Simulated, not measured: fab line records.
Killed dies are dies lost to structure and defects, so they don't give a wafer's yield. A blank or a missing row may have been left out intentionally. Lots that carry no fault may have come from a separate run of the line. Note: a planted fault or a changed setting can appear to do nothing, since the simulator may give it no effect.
8D (eight disciplines) problem report, filled in by code :: flow n5-finfet :: the parts of the form that need people (team, actions taken, sign-off) are left out

1. WHAT IS WRONG
etch-rf-on-time-s at N5_BEOL_M2_ETCH_63 reads a mean of 16.82 s on 3 wafers of 2 lots; wafers without a fault read 25.77 s with a standard deviation of 0.29. Relative to the usual mean, that is a shift of -31 standard deviations.
The step: etches SiARC in CF4, target depth 15.6 nm, time 26 s.
First observed at day 10 16:11: wafer L479.1, on rie-diel-01. The record has a number at this step for 27 wafers belonging to 9 lots. The rule behind "out" and "out of limits": a value lying over 4 standard deviations away from the usual mean. The other wafers with a number count as sound.

2. WHAT IT IS AND WHAT IT IS NOT
question: which readings at this step
is: etch-rf-on-time-s
is not: drypump-motor-current-A, mfc-ar-sccm, rf-vpp-V, showerhead-plenum-p-Torr, throttle-valve-pct

question: which lots
is: L479, L481
is not: L470, L472, L477, L488, L489, L490, L492

question: which wafers of those lots
is: L479.1, L479.6, L481.6
is not: L479.4, L481.2, L481.3

question: read on which tools
is: rie-diel-01
is not: rie-diel-04, rie-diel-06

question: when
is: from day 10 16:11
is not: up to then (10 sound wafers); but 14 sound wafers of L481, L488, L489, L490, L492 came after

3. THE SUSPECTS, EACH WITH WHAT RULES IT OUT
Counting: if a tool at a process step up to the reading ran every lot that is out, it stays a suspect. Sound lots after the first of them don't rule it out here, since some wafers of a struck lot are sound.
- cvd-co-02 at N5_BEOL_M1_CO_CAP_55 (material Co, precursor CCTBA/H2, target thk 2 nm, time 102.1 s): kept. Ran every lot that is out, first one L479 (day 10 14:31); last sound lot up to then L477 (day 8 20:11).
- rie-diel-01 at N5_BEOL_M2_ETCH_63 (etches SiARC in CF4, target depth 15.6 nm, time 26 s): kept. Ran every lot that is out, first one L479 (day 10 16:11); last sound lot up to then L477 (day 9 20:49). Its own readings are out on those wafers: etch-rf-on-time-s.
- Within rie-diel-01 at N5_BEOL_M2_ETCH_63: the wafers that are out ran in chambers 1, 3; their sound lot-mates ran in chambers 0, 2.
Remaining after the count are cvd-co-02 at N5_BEOL_M1_CO_CAP_55 and rie-diel-01 at N5_BEOL_M2_ETCH_63.

4. THE CAUSE (what the simulator had put in)
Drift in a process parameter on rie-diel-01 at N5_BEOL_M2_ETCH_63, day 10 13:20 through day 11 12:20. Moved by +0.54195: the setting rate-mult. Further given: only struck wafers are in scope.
Counting leaves 2 suspects; this tool is one of them.

5. SEQUENCE OF EFFECTS, ordered by route
Rows list readings where the struck wafers' mean (over those with a number) sits beyond 3 standard deviations from the usual. Readings are gone through only where the record gives a usual standard deviation; hours: the median, over the lots, of the time from a lot's start at the first step in this table giving one to that lot's start at this step; sigmas: the change measured in usual standard deviations.
hours: 0
step: N5_BEOL_M2_ETCH_63
reading: etch-rf-on-time-s
usual: 25.77 s
on struck wafers: 16.82
change: -8.95
sigmas: -31

hours: 0
step: N5_BEOL_M2_ETCH_63
reading: oes-product-au
usual: 0.67 a.u.
on struck wafers: 0.87
change: +0.20
sigmas: +3.8
Its process steps:
- N5_BEOL_M2_ETCH_63: etches SiARC in CF4, target depth 15.6 nm, time 26 s.
At these later measuring or inspecting steps, every struck wafer for which the step has a row has a number for every such reading, and none has moved that far: N5_BEOL_M4_RC_MEAS_101.

6. WHAT WOULD HAVE CAUGHT IT SOONER
The fault began at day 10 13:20; the first out-of-limits reading in this record came at day 10 16:11, 3 hours later.
